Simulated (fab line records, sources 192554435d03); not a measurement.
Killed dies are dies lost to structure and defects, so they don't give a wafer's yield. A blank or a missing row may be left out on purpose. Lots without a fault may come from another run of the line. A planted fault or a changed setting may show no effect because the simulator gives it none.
Chamber matching | flow n5_finfet | N5_BEOL_M14_STRIP_37 on rie_diel-06: 4 sister chambers
The step strips in O2. 4 wafers are shown with their chamber, then 8 later ones without.

WAFERS WITH THEIR CHAMBER
wafer  | chamber | showerhead_plenum_p_Torr (Torr)
L081.1 | 3       | 1.98
L081.6 | 0       | 2.17
L085.6 | 1       | 2.03
L086.1 | 2       | 2.13

WAFERS WITHOUT THEIR CHAMBER
wafer  | showerhead_plenum_p_Torr (Torr)
L086.3 | 2.03
L086.5 | 1.98
L093.2 | 2.02
L093.3 | 1.97
L093.4 | 2.16
L095.2 | 2.02
L095.5 | 2.12
L095.6 | 2.16

WHICH CHAMBER EACH WENT THROUGH
wafer  | from the rows above | in truth
L086.3 | 1                   | 1
L086.5 | 3                   | 3
L093.2 | 1                   | 1
L093.3 | 3                   | 3
L093.4 | 0                   | 0
L095.2 | 1                   | 1
L095.5 | 2                   | 2
L095.6 | 0                   | 0
Placed correctly: 8 of 8. Can't be placed from these rows: 0. Placed wrongly: 0.
How it was worked out, from the rows above alone: a wafer's distance from a chamber is the root of the sum, over the readings, of the square of ((its reading less the chamber's mean) divided by the reading's scatter). The wafer belongs to the nearest chamber; if the next one is less than 2 further off, it can't be placed. A chamber's mean is the mean of its shown wafers. The scatter: with one shown wafer a chamber, the root of the mean of the squares of how far each hidden wafer lies from its nearest shown one.
